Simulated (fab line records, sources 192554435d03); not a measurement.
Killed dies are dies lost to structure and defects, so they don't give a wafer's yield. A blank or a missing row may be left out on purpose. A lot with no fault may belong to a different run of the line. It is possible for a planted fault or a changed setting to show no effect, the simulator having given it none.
Split-lot experiment || flow n5_finfet || on a route of 1938 steps: 7 lots, 21 wafers read

THE SPLIT
At N5_BEOL_M7_COAT_05 (resist thk 90 nm), the setting spin_rpm was moved away from the recipe's 1500 rpm on 12 of the 21 wafers read, by -9.1% to +6.4%. The other wafers ran this setting at the recipe's value.

Reading taken at the split's own step.

THE READING
CAR-ArF_of_BEOL_M7_COAT_05.thk_nm (the simulator's own value, which no gauge read), in nm, at N5_BEOL_M7_COAT_05 (resist thk 90 nm). There is no usual value for it anywhere in the file. Here, 9 wafers ran the recipe; their average is 89.8 nm with a standard deviation of 0.28 nm.

{"wafer": "L081.3", "tool, chamber at the split": "litho_track-04, 0", "spin_rpm as run, rpm": 1500, "against the recipe": "recipe", "CAR-ArF_of_BEOL_M7_COAT_05.thk_nm, nm": 89.6, "against lot-mates on the recipe": "-"}
{"wafer": "L081.4", "tool, chamber at the split": "litho_track-04, 0", "spin_rpm as run, rpm": 1447, "against the recipe": "-3.5%", "CAR-ArF_of_BEOL_M7_COAT_05.thk_nm, nm": 91.4, "against lot-mates on the recipe": "+1.9"}
{"wafer": "L081.6", "tool, chamber at the split": "litho_track-04, 0", "spin_rpm as run, rpm": 1500, "against the recipe": "recipe", "CAR-ArF_of_BEOL_M7_COAT_05.thk_nm, nm": 89.4, "against lot-mates on the recipe": "-"}
{"wafer": "L083.2", "tool, chamber at the split": "litho_track-02, 0", "spin_rpm as run, rpm": 1596, "against the recipe": "+6.4%", "CAR-ArF_of_BEOL_M7_COAT_05.thk_nm, nm": 87.6, "against lot-mates on the recipe": -2.4}
{"wafer": "L083.4", "tool, chamber at the split": "litho_track-02, 0", "spin_rpm as run, rpm": 1596, "against the recipe": "+6.4%", "CAR-ArF_of_BEOL_M7_COAT_05.thk_nm, nm": 87.4, "against lot-mates on the recipe": -2.6}
{"wafer": "L083.6", "tool, chamber at the split": "litho_track-02, 0", "spin_rpm as run, rpm": 1500, "against the recipe": "recipe", "CAR-ArF_of_BEOL_M7_COAT_05.thk_nm, nm": 90, "against lot-mates on the recipe": "-"}
{"wafer": "L087.2", "tool, chamber at the split": "litho_track-05, 0", "spin_rpm as run, rpm": 1587, "against the recipe": "+5.8%", "CAR-ArF_of_BEOL_M7_COAT_05.thk_nm, nm": 87.8, "against lot-mates on the recipe": "no lot-mate on the recipe"}
{"wafer": "L087.6", "tool, chamber at the split": "litho_track-05, 0", "spin_rpm as run, rpm": 1587, "against the recipe": "+5.8%", "CAR-ArF_of_BEOL_M7_COAT_05.thk_nm, nm": 87.8, "against lot-mates on the recipe": "no lot-mate on the recipe"}
{"wafer": "L087.5", "tool, chamber at the split": "litho_track-05, 0", "spin_rpm as run, rpm": 1587, "against the recipe": "+5.8%", "CAR-ArF_of_BEOL_M7_COAT_05.thk_nm, nm": 87.6, "against lot-mates on the recipe": "no lot-mate on the recipe"}
{"wafer": "L088.1", "tool, chamber at the split": "litho_track-05, 0", "spin_rpm as run, rpm": 1500, "against the recipe": "recipe", "CAR-ArF_of_BEOL_M7_COAT_05.thk_nm, nm": 89.8, "against lot-mates on the recipe": "-"}
{"wafer": "L088.3", "tool, chamber at the split": "litho_track-05, 0", "spin_rpm as run, rpm": 1500, "against the recipe": "recipe", "CAR-ArF_of_BEOL_M7_COAT_05.thk_nm, nm": 89.8, "against lot-mates on the recipe": "-"}
{"wafer": "L088.5", "tool, chamber at the split": "litho_track-05, 0", "spin_rpm as run, rpm": 1500, "against the recipe": "recipe", "CAR-ArF_of_BEOL_M7_COAT_05.thk_nm, nm": 89.4, "against lot-mates on the recipe": "-"}
{"wafer": "L095.2", "tool, chamber at the split": "litho_track-02, 0", "spin_rpm as run, rpm": 1420, "against the recipe": "-5.3%", "CAR-ArF_of_BEOL_M7_COAT_05.thk_nm, nm": 92.6, "against lot-mates on the recipe": "+2.4"}
{"wafer": "L095.3", "tool, chamber at the split": "litho_track-02, 0", "spin_rpm as run, rpm": 1500, "against the recipe": "recipe", "CAR-ArF_of_BEOL_M7_COAT_05.thk_nm, nm": 90.2, "against lot-mates on the recipe": "-"}
{"wafer": "L095.4", "tool, chamber at the split": "litho_track-02, 0", "spin_rpm as run, rpm": 1420, "against the recipe": "-5.3%", "CAR-ArF_of_BEOL_M7_COAT_05.thk_nm, nm": 92.8, "against lot-mates on the recipe": "+2.6"}
{"wafer": "L097.3", "tool, chamber at the split": "litho_track-02, 0", "spin_rpm as run, rpm": 1363, "against the recipe": "-9.1%", "CAR-ArF_of_BEOL_M7_COAT_05.thk_nm, nm": 95, "against lot-mates on the recipe": "+4.8"}
{"wafer": "L097.5", "tool, chamber at the split": "litho_track-02, 0", "spin_rpm as run, rpm": 1363, "against the recipe": "-9.1%", "CAR-ArF_of_BEOL_M7_COAT_05.thk_nm, nm": 95, "against lot-mates on the recipe": "+4.8"}
{"wafer": "L097.6", "tool, chamber at the split": "litho_track-02, 0", "spin_rpm as run, rpm": 1500, "against the recipe": "recipe", "CAR-ArF_of_BEOL_M7_COAT_05.thk_nm, nm": 90.2, "against lot-mates on the recipe": "-"}
{"wafer": "L089.1", "tool, chamber at the split": "litho_track-02, 0", "spin_rpm as run, rpm": 1500, "against the recipe": "recipe", "CAR-ArF_of_BEOL_M7_COAT_05.thk_nm, nm": 89.8, "against lot-mates on the recipe": "-"}
{"wafer": "L089.2", "tool, chamber at the split": "litho_track-02, 0", "spin_rpm as run, rpm": 1560, "against the recipe": "+4.0%", "CAR-ArF_of_BEOL_M7_COAT_05.thk_nm, nm": 88.4, "against lot-mates on the recipe": -1.4}
{"wafer": "L089.5", "tool, chamber at the split": "litho_track-02, 0", "spin_rpm as run, rpm": 1560, "against the recipe": "+4.0%", "CAR-ArF_of_BEOL_M7_COAT_05.thk_nm, nm": 88.4, "against lot-mates on the recipe": -1.4}

THE FIT
A straight line over all 21 wafers: CAR-ArF_of_BEOL_M7_COAT_05.thk_nm changes by -0.466 nm for each +1% of spin_rpm; r = -0.98; the points scatter about the line by 0.41 nm.
The same after taking each lot's own level away (the mean of its wafers on the recipe; 18 wafers): -0.463 nm for each +1%; r = -0.99; scatter 0.27 nm.
That fit puts the effect of the largest move of spin_rpm on the reading at 4.2 nm.
Across the lots, their own levels run from 89.50 to 90.20 nm, a range of 2.5 times the standard deviation given above.
Consequently the slope shifts little with the lot-to-lot level, the two slopes agreeing.
Check: with one of the wafers moved furthest among these (-9.1%) left out of the fit, the line predicts +4.27 nm for it against its lot-mates. It came out at +4.8 nm against them.

FURTHER SPLITS ON THESE WAFERS
Before the reading, these wafers also passed through other splits. Each is held against what the fit with the lots' levels taken away leaves over:
{"other split on the same wafers": "N5_BEOL_M4_DESCUM_16 time_s", "wafers away from the commonest value": 6, "r with CAR-ArF_of_BEOL_M7_COAT_05.thk_nm (lot level and that fit taken away)": -0.10}
{"other split on the same wafers": "N5_BEOL_M4_COAT_68 spin_rpm", "wafers away from the commonest value": 5, "r with CAR-ArF_of_BEOL_M7_COAT_05.thk_nm (lot level and that fit taken away)": -0.18}
{"other split on the same wafers": "N5_BEOL_M5_COAT_71 spin_rpm", "wafers away from the commonest value": 7, "r with CAR-ArF_of_BEOL_M7_COAT_05.thk_nm (lot level and that fit taken away)": "+0.31"}
{"other split on the same wafers": "N5_BEOL_M5_COAT_05 spin_rpm", "wafers away from the commonest value": 4, "r with CAR-ArF_of_BEOL_M7_COAT_05.thk_nm (lot level and that fit taken away)": -0.37}
{"other split on the same wafers": "N5_BEOL_M5_COAT_22 spin_rpm", "wafers away from the commonest value": 6, "r with CAR-ArF_of_BEOL_M7_COAT_05.thk_nm (lot level and that fit taken away)": -0.08}
{"other split on the same wafers": "N5_BEOL_M5_ETCH_68 bias_w", "wafers away from the commonest value": 10, "r with CAR-ArF_of_BEOL_M7_COAT_05.thk_nm (lot level and that fit taken away)": "+0.18"}
{"other split on the same wafers": "N5_BEOL_M6_EXPOSE_25 dose_mj", "wafers away from the commonest value": 3, "r with CAR-ArF_of_BEOL_M7_COAT_05.thk_nm (lot level and that fit taken away)": "+0.08"}

THE FILE'S OWN FIT
CAR-ArF_of_BEOL_M7_COAT_05.thk_nm changes by -0.472 nm for each +1% of spin_rpm, r = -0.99.
